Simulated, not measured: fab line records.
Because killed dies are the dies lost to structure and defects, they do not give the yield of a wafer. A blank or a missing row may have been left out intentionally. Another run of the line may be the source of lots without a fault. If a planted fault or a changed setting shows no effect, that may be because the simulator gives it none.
fab line records	flow nand-harc
record lots=11	wafers=33	last-day=33
route steps=1302 shown A_CHANNEL_HOLE_D1@466 END@1302
lots that met no fault: from a run of the same line without faults
start-h: the number of hours between the record's first day and the start of the first shown wafer of the lot	wait-h: hours from the lot's prior step to this one	" identical to the entry in the row above	L1.1+2: one row covering several wafers at once	- either no value or no given start	* or withheld: withheld	< > ~ a bound
route shown NAME@n: a module of which the file shows steps, and the number in the route of the first	usual: mean and standard deviation over wafers with no fault	same: alike in all rows	chamber/n: place in a boat	sites: readings site by site	_std_site: how widely they spread, as a standard deviation	_edge_site: outer sites' mean less inner sites'	radius-mm: for every site, how far away it sits from the centre of the wafer	mask NAME#n: copy n	behind: tool/chamber where the wafer was last shaped	hold: reason for holding the lot/hours on hold/outcome of the hold	device: the transistor (n, p or np) that didn't switch	end of line: the same wafers' tests at the end of the route	a step with no rows: only its recipe	killed: dies lost to structure and defects at the first sort, not the wafer's yield	map: the dies of a wafer, with x for killed, . for not killed, _ for no die there
set.NAME: the run value of the setting; set.NAME@STEP: its run value at that earlier step	model.NAME: the simulator's own value behind a step, which no gauge read
one table for each step of the route and one row for each wafer, over a sample of lots
services: the hour from which a tool's chamber was out of use, counted from the record's first day as start-h (under 0 if before that day), plus the number of hours and why
## steps
# step NHARC_A_CHANNEL_HOLE_D1_ETCH_38
# recipe target-depth-a=390	over-etch-frac=0.3	time-s=65	ion-energy-ev=80	cf4-flow-sccm=150	ar-flow-sccm=0	rf-w=300	bias-w=100	chemistry=CF4
# usual bias-w=99.98/0.28	cf4-flow-sccm=150.0/0.44	drypump-motor-current-A=5.8/0.63	oes-product-au=1.002/0.013	rf-vpp-V=150.8/1.1	showerhead-plenum-p-Torr=1.73/0.051	throttle-valve-pct=13.283/0.0081
lot.wafer	tool	chamber	start-h	wait-h	bias-w	cf4-flow-sccm	drypump-motor-current-A	oes-product-au	rf-hours-counter-h	rf-vpp-V	showerhead-plenum-p-Torr	throttle-valve-pct
L367.1	rie-diel-04	1	202.49	0.1	100.37	149.8	6.6	0.987	2	152.1	1.82	13.291
L367.3	"	0	"	"	100.02	150.3	5.4	1.018	3	150.3	1.68	13.280
L367.5	"	2	"	"	99.74	150.8	5.7	1.015	-	150.8	1.68	13.290
L369.2	rie-diel-04	1	213.40	0.1	99.84	149.4	6.6	0.996	8	152.3	1.82	13.279
L369.1	"	2	"	"	99.73	150.2	5.7	1.021	10	151.1	1.68	13.284
L369.4	"	0	"	"	100.07	149.8	5.3	1.007	7	150.2	1.68	13.273
L375.1	rie-diel-11	3	284.86	0.1	100.23	150.9	6.2	0.851	1	150.3	1.75	13.295
L375.4	"	2	"	"	99.68	149.9	4.8	0.846	1	150.2	1.69	13.288
L375.6	"	0	"	"	99.77	149.9	5.5	0.866	-	150.8	1.69	13.285
L376.2	rie-diel-11	2	291.43	0.1	100.12	149.8	4.8	0.842	2	151.0	1.69	13.272
L376.3	"	0	"	"	100.33	150.2	5.5	0.865	2	149.4	1.69	13.293
L376.5	"	1	"	"	99.82	149.8	6.4	0.842	-	149.9	1.75	13.287
L377.2	rie-diel-11	2	295.95	0.1	100.17	149.7	4.8	0.845	2	150.0	1.69	13.275
L377.1	"	3	"	"	100.36	149.9	6.2	0.846	3	151.1	1.75	13.281
L377.3	"	0	"	"	100.02	149.5	5.5	0.869	2	149.2	1.69	13.290
L384.2	rie-diel-11	1	362.70	0.1	99.86	149.5	6.4	0.979	8	152.4	1.75	13.296
L384.3	"	3	"	"	99.77	149.7	6.2	0.999	9	151.1	1.75	13.275
L384.6	"	1	"	"	100.15	149.3	6.5	0.978	-	149.4	1.75	13.279
L383.3	rie-diel-11	3	363.02	0.2	99.86	149.5	6.2	1.000	9	150.5	1.75	13.298
L383.1	"	1	"	"	100.02	150.1	6.5	0.988	8	150.5	1.75	13.289
L383.4	"	0	"	"	100.29	150.0	5.5	1.017	-	150.5	1.68	13.280
L385.3	rie-diel-11	1	384.20	0.1	99.73	149.8	6.5	0.984	11	150.0	1.75	13.278
L385.4	"	3	"	"	100.01	149.9	6.2	0.997	-	151.4	1.75	13.282
L385.6	"	2	"	"	99.77	149.2	4.8	1.007	-	151.0	1.68	13.275
L386.3	rie-diel-04	1	384.71	0.1	99.92	150.2	6.6	0.993	7	150.8	1.81	13.287
L386.2	"	3	"	"	100.01	150.3	6.6	1.016	5	152.7	1.82	13.288
L386.6	"	3	"	"	99.91	149.4	6.6	1.007	-	151.3	1.82	13.300
L387.3	rie-diel-11	1	399.37	0.1	100.12	149.7	6.4	0.993	12	150.3	1.75	13.272
L387.4	"	0	"	"	100.23	150.3	5.4	1.028	11	150.1	1.68	13.291
L387.6	"	2	"	"	99.60	150.3	4.8	1.009	-	149.8	1.68	13.282
L388.1	rie-diel-11	1	415.99	0.2	99.60	150.0	6.5	0.991	13	152.3	1.75	13.282
L388.3	"	0	"	"	100.33	150.3	5.5	1.013	13	150.1	1.68	13.270
L388.6	"	2	"	"	100.21	150.3	4.8	1.000	-	152.4	1.68	13.290
# step NHARC_A_CHANNEL_HOLE_D1_CD_MEAS_18
# usual cd-nm=98.2/2.8
lot.wafer	tool	chamber	start-h	wait-h	cd-nm
L367.1	cd-sem-03	-	203.50	-	103.6
L367.3	"	-	"	"	87.8
L367.5	"	-	"	"	99.7
L369.1	cd-sem-01	-	214.43	-	103.9
L369.2	"	-	"	"	103.2
L369.4	"	-	"	"	96.6
L375.1	cd-sem-02	-	285.88	-	96.7
L375.4	"	-	"	"	98.3
L375.6	"	-	"	"	95.9
L376.2	cd-sem-01	-	292.44	-	98.3
L376.3	"	-	"	"	98.3
L376.5	"	-	"	"	99.7
L377.1	cd-sem-02	-	296.98	-	100.2
L377.2	"	-	"	"	103.2
L377.3	"	-	"	"	99.2
L384.2	cd-sem-01	-	364.18	-	97.9
L384.3	"	-	"	"	98.2
L384.6	"	-	"	"	101.5
L383.1	cd-sem-03	-	364.63	-	98.0
L383.3	"	-	"	"	94.6
L383.4	"	-	"	"	95.0
L385.3	cd-sem-01	-	385.41	-	100.4
L385.4	"	-	"	"	97.2
L385.6	"	-	"	"	95.2
L386.2	cd-sem-03	-	385.99	-	103.4
L386.3	"	-	"	"	98.7
L386.6	"	-	"	"	99.0
L387.3	cd-sem-03	-	400.40	-	95.1
L387.4	"	-	"	"	96.8
L387.6	"	-	"	"	92.7
L388.1	cd-sem-01	-	417.06	-	94.4
L388.3	"	-	"	"	101.8
L388.6	"	-	"	"	99.4
# step NHARC_A_CHANNEL_HOLE_D1_ETCH_20
# recipe bias-v=3000	source-w=withheld	pressure-mtorr=20	time-s=361.9	ar-flow-sccm=375	c4f8-flow-sccm=89.3	o2-flow-sccm=35.7	temp-c=-20	target-depth-a=16000	chemistry=C4F8/O2/Ar
# usual drypump-motor-current-A=5.3/0.62	oes-air-line-au=1.004/0.021	showerhead-plenum-p-Torr=3.66/0.096	temp-c=-20.01/0.11	throttle-valve-pct=32.156/0.0094
lot.wafer	tool	chamber	start-h	wait-h	drypump-motor-current-A	oes-air-line-au	rf-hours-counter-h	showerhead-plenum-p-Torr	temp-c	throttle-valve-pct
L367.1	har-etch-02	1	203.69	0.1	4.6	1.033	302	3.76	-19.98	32.163
L367.3	"	1	"	"	4.7	1.017	-	3.76	-19.91	32.167
L367.5	"	1	"	"	4.6	1.028	-	3.76	-19.98	32.157
L369.1	har-etch-02	0	214.62	0.1	4.9	1.010	309	3.59	-20.11	32.158
L369.2	"	1	"	"	4.7	1.031	309	3.76	-20.00	32.168
L369.4	"	1	"	"	4.7	1.018	-	3.76	-20.10	32.156
L375.1	har-etch-01	1	286.07	0.1	6.2	1.008	145	3.56	-20.04	32.154
L375.4	"	1	"	"	6.2	0.998	-	3.56	-20.07	32.154
L375.6	"	1	"	"	6.2	1.012	-	3.56	-20.07	32.164
L376.2	har-etch-02	1	292.63	0.1	4.7	1.019	359	3.73	-20.07	32.156
L376.3	"	1	"	"	4.7	1.026	-	3.73	-19.94	32.154
L376.5	"	1	"	"	4.7	0.987	-	3.73	-20.14	32.152
L377.1	har-etch-01	1	297.16	0.1	6.2	0.972	153	3.56	-19.80	32.162
L377.2	"	0	"	"	5.6	1.009	153	3.69	-19.95	32.147
L377.3	"	0	"	"	5.7	1.005	-	3.69	-20.08	32.143
L384.2	har-etch-01	0	364.41	0.1	5.6	1.014	191	3.67	-19.96	32.150
L384.3	"	1	"	"	6.2	0.995	-	3.54	-20.03	32.171
L384.6	"	0	"	"	5.6	0.992	-	3.67	-19.99	32.149
L383.1	har-etch-01	1	368.55	0.1	6.2	0.993	195	3.53	-19.96	32.136
L383.3	"	0	"	"	5.6	0.977	-	3.67	-20.08	32.152
L383.4	"	1	"	"	6.2	0.986	-	3.53	-20.11	32.172
L385.4	har-etch-01	1	388.01	0.2	6.2	0.993	-	3.53	-20.04	32.163
L385.3	"	0	"	"	5.6	0.966	-	3.66	-19.99	32.162
L385.6	"	1	"	"	6.2	1.009	-	3.53	-19.83	32.147
L386.2	har-etch-01	1	392.12	0.1	6.2	0.991	210	3.53	-19.88	32.159
L386.3	"	0	"	"	5.6	1.020	-	3.66	-20.21	32.154
L386.6	"	1	"	"	6.2	0.990	-	3.53	-19.83	32.138
L387.4	har-etch-02	0	402.62	0.2	4.9	1.022	-	3.93	-20.09	32.166
L387.3	"	1	"	"	4.7	1.001	-	3.70	-20.18	32.141
L387.6	"	0	"	"	4.8	1.000	-	3.93	-20.08	32.136
L388.1	har-etch-02	1	417.30	0.1	4.7	1.002	12	3.70	-20.10	32.172
L388.3	"	0	"	"	4.9	1.018	-	3.93	-20.01	32.151
L388.6	"	1	"	"	4.6	1.024	-	3.70	-20.06	32.158
# step NHARC_A_CHANNEL_HOLE_D1_ETCH_23
# recipe bias-v=5000	source-w=withheld	pressure-mtorr=20	time-s=819	ar-flow-sccm=375	c4f8-flow-sccm=89.3	o2-flow-sccm=35.7	temp-c=-20	target-depth-a=16000	chemistry=C4F8/O2/Ar
# usual drypump-motor-current-A=5.3/0.62	oes-air-line-au=1.002/0.019	showerhead-plenum-p-Torr=3.66/0.096	temp-c=-20.01/0.09	throttle-valve-pct=32.155/0.01
lot.wafer	tool	chamber	start-h	wait-h	drypump-motor-current-A	oes-air-line-au	rf-hours-counter-h	showerhead-plenum-p-Torr	temp-c	throttle-valve-pct
L367.1	har-etch-02	1	205.00	0.5	4.6	1.031	303	3.76	-20.03	32.158
L367.3	"	1	"	"	4.7	1.020	-	3.76	-19.89	32.152
L367.5	"	1	"	"	4.7	1.011	-	3.76	-20.00	32.167
L369.1	har-etch-02	0	215.93	0.5	4.8	0.976	311	3.59	-19.94	32.129
L369.2	"	1	"	"	4.7	0.997	311	3.76	-20.10	32.135
L369.4	"	1	"	"	4.7	1.010	-	3.76	-20.07	32.160
L375.1	har-etch-01	1	287.39	0.5	6.2	1.001	146	3.56	-20.01	32.154
L375.4	"	1	"	"	6.2	1.015	-	3.56	-20.11	32.164
L375.6	"	1	"	"	6.2	1.033	-	3.56	-20.04	32.155
L376.2	har-etch-02	1	293.94	0.5	4.7	0.997	360	3.73	-20.03	32.176
L376.3	"	1	"	"	4.7	0.969	-	3.73	-20.04	32.155
L376.5	"	1	"	"	4.6	1.016	-	3.73	-19.97	32.156
L377.1	har-etch-01	1	298.47	0.5	6.2	1.004	154	3.56	-19.97	32.143
L377.2	"	0	"	"	5.6	0.978	154	3.69	-19.96	32.158
L377.3	"	0	"	"	5.6	0.984	-	3.69	-19.86	32.158
L384.2	har-etch-01	0	365.79	0.5	5.6	0.973	192	3.67	-19.87	32.153
L384.3	"	1	"	"	6.2	1.011	-	3.54	-19.98	32.158
L384.6	"	0	"	"	5.6	0.978	-	3.67	-19.85	32.151
L383.1	har-etch-01	1	369.94	0.5	6.2	1.058	196	3.53	-20.17	32.156
L383.3	"	0	"	"	5.6	0.992	-	3.67	-20.00	32.157
L383.4	"	1	"	"	6.2	1.022	-	3.53	-20.02	32.168
L385.4	har-etch-01	1	389.47	0.5	6.2	1.033	-	3.53	-20.00	32.154
L385.3	"	0	"	"	5.6	1.041	-	3.66	-20.07	32.149
L385.6	"	1	"	"	6.2	1.009	-	3.53	-19.94	32.145
L386.2	har-etch-01	1	393.51	0.5	6.2	1.002	211	3.53	-20.09	32.153
L386.3	"	0	"	"	5.6	0.984	-	3.66	-19.85	32.157
L386.6	"	1	"	"	6.2	1.027	-	3.53	-20.05	32.145
L387.4	har-etch-02	0	404.08	0.5	4.9	0.993	-	3.93	-20.05	32.142
L387.3	"	1	"	"	4.7	0.993	-	3.70	-20.01	32.168
L387.6	"	0	"	"	4.9	1.014	-	3.93	-20.02	32.163
L388.1	har-etch-02	1	418.69	0.5	4.6	0.983	13	3.70	-20.06	32.163
L388.3	"	0	"	"	4.9	0.984	-	3.93	-20.05	32.144
L388.6	"	1	"	"	4.7	1.023	-	3.70	-20.07	32.154
# step NHARC_END_SORT_01
# recipe temp-c=25
# usual killed-at-array=52/17	killed-at-other=1.2/1.4	killed-at-periphery=4.7/2.9	killed-dies=58/17	killed-open=3.2/1.9	killed-short=2.4/1.4
# same gross-dies=677
lot.wafer	tool	chamber	start-h	wait-h	killed-at-array	killed-at-other	killed-at-periphery	killed-dies	killed-open	killed-short
L375.1	prober-01	0	655.59	2.5	67	3	9	79	3	1
L375.4	prober-01	0	657.97	3.4	58	2	9	69	3	3
L375.6	prober-01	0	659.57	4.0	72	0	11	83	7	4
L376.2	prober-01	0	667.78	2.8	80	3	2	85	3	3
L376.3	prober-01	0	668.59	3.1	47	2	2	51	1	1
L376.5	prober-01	0	670.21	3.7	55	0	4	59	2	3
L377.1	prober-02	0	668.52	2.5	57	2	3	62	2	3
L377.2	prober-02	0	669.32	2.8	48	0	2	50	3	2
L377.3	prober-02	0	670.11	3.1	46	0	5	51	1	2
# killed by level:class
L375.1 A_SLIT:chamber-film-flake=31 A_CHANNEL_HOLE_D1:area-etch=16 A_CONTACT:chamber-film-flake=9 P_GATE:chamber-film-flake=7 A_CHANNEL_HOLE_D1:chamber-film-flake=4 THIN_TSV:chamber-film-flake=3 P_M1:geometric-particle:short=1 A_CHANNEL_FILL_D1:geometric-particle:open=1
L375.4 A_SLIT:chamber-film-flake=21 A_CHANNEL_HOLE_D1:area-etch=19 P_GATE:chamber-film-flake=9 A_CONTACT:chamber-film-flake=6 A_CHANNEL_HOLE_D1:chamber-film-flake=4 A_ONON_D1:geometric-particle:open=2 A_CHANNEL_FILL_D2:geometric-particle:short=2 THIN_TSV:chamber-film-flake=2
L375.6 A_SLIT:chamber-film-flake=38 A_CONTACT:chamber-film-flake=10 P_GATE:chamber-film-flake=7 A_CHANNEL_HOLE_D1:area-etch=5 A_CHANNEL_HOLE_D1:chamber-film-flake=4 A_CHANNEL_FILL_D2:geometric-particle:open=2 A_M0:geometric-particle:open=2 P_STI:chamber-film-flake=2
L376.2 A_SLIT:chamber-film-flake=38 A_CHANNEL_HOLE_D1:chamber-film-flake=16 A_CHANNEL_HOLE_D1:area-etch=14 A_STAIRCASE:chamber-film-flake=4 THIN_TSV:chamber-film-flake=3 A_CONTACT:chamber-film-flake=2 P_STI:geometric-particle:short=1 A_CHANNEL_HOLE_D1:geometric-particle:short=1
L377.1 A_CHANNEL_HOLE_D1:area-etch=17 A_CHANNEL_HOLE_D2:chamber-film-flake=14 A_CONTACT:chamber-film-flake=9 A_WL_FILL:chamber-film-flake=5 A_CHANNEL_HOLE_D1:chamber-film-flake=4 A_STAIRCASE:chamber-film-flake=2 A_SLIT:chamber-film-flake=2 THIN_TSV:chamber-film-flake=2
L376.3 A_CHANNEL_HOLE_D1:chamber-film-flake=17 A_SLIT:chamber-film-flake=16 A_CHANNEL_HOLE_D1:area-etch=8 A_CONTACT:chamber-film-flake=2 THIN_TSV:chamber-film-flake=2 P_M0:geometric-particle:open=1 A_CHANNEL_FILL_D2:geometric-particle:short=1 P_BONDPAD:chamber-film-flake=1
L377.2 A_CHANNEL_HOLE_D2:chamber-film-flake=15 A_CHANNEL_HOLE_D1:chamber-film-flake=8 A_CHANNEL_HOLE_D1:area-etch=7 A_STAIRCASE:chamber-film-flake=3 A_SLIT:chamber-film-flake=3 A_WL_FILL:chamber-film-flake=3 A_CONTACT:chamber-film-flake=3 P_GATE:geometric-particle:open=1
L377.3 A_CHANNEL_HOLE_D2:chamber-film-flake=13 A_CONTACT:chamber-film-flake=10 A_CHANNEL_HOLE_D1:chamber-film-flake=9 A_WL_FILL:chamber-film-flake=5 A_CHANNEL_HOLE_D1:area-etch=4 P_CONTACT:chamber-film-flake=2 P_STI:chamber-film-flake=2 A_SLIT:chamber-film-flake=2
L376.5 A_SLIT:chamber-film-flake=21 A_CHANNEL_HOLE_D1:chamber-film-flake=13 A_CHANNEL_HOLE_D1:area-etch=11 A_CONTACT:chamber-film-flake=5 P_ZERO_WELL:chamber-film-flake=2 P_GATE:geometric-particle:short=1 A_DECK1_JOINT:geometric-particle:short=1 A_ONON_D2:geometric-particle:open=1
## services
tool	chamber	start-h	hours	kind
rie-diel-04	-	178.68	9.0	pm
rie-diel-11	0	185.52	-	clean
rie-diel-11	1	185.52	-	clean
rie-diel-11	2	185.52	-	clean
rie-diel-11	1	222.13	6.3	repair
rie-diel-11	-	255.51	9.0	pm
har-etch-02	0	256.18	-	consumable-replace:focus-ring
har-etch-02	0	256.18	17.0	scheduled-down
har-etch-02	0	256.18	17.0	vent-cycle
rie-diel-11	2	277.51	4.8	repair
rie-diel-04	3	320.44	3.2	repair
rie-diel-04	-	332.47	2.3	repair
rie-diel-11	2	350.93	13.2	repair
rie-diel-04	-	355.68	9.0	pm
har-etch-02	-	377.00	17.0	pm
har-etch-02	0	377.00	17.0	vent-cycle
har-etch-02	1	377.00	17.0	vent-cycle
rie-diel-11	0	377.43	8.8	repair
rie-diel-04	2	384.20	2.6	repair
rie-diel-11	-	388.55	0.5	repair
har-etch-02	0	394.00	-	clean
har-etch-02	0	394.00	-	consumable-replace:showerhead
har-etch-02	1	394.00	-	clean
har-etch-02	1	394.00	-	consumable-replace:focus-ring
## key
first-sign step=NHARC_A_CHANNEL_HOLE_D1_ETCH_38	reading=oes-product-au	direction=down	sigmas=12	usual=1.002	struck=0.853
effect none on later readings
met-at NHARC_A_CHANNEL_HOLE_D1_ETCH_38
struck-lots L375,L376,L377
tester-left-out L375,L376,L377
not-acting-at NHARC_A_CHANNEL_HOLE_D1_CD_MEAS_18,NHARC_A_CHANNEL_HOLE_D1_ETCH_20,NHARC_A_CHANNEL_HOLE_D1_ETCH_23
fault kind=process-parameter-drift	tool=rie-diel-11	chamber=-	onset-h=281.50	steps=NHARC_A_CHANNEL_HOLE_D1_ETCH_38	channel=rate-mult	offset=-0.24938	shape=step	end-h=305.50
# tester-left-out: of these lots the tester's yield and bins aren't shown, on N5 and GAA mostly nor the transistor test; their killed dies are dies lost to structure and defects alone, not to doping, threshold or leakage, so they don't give the yield
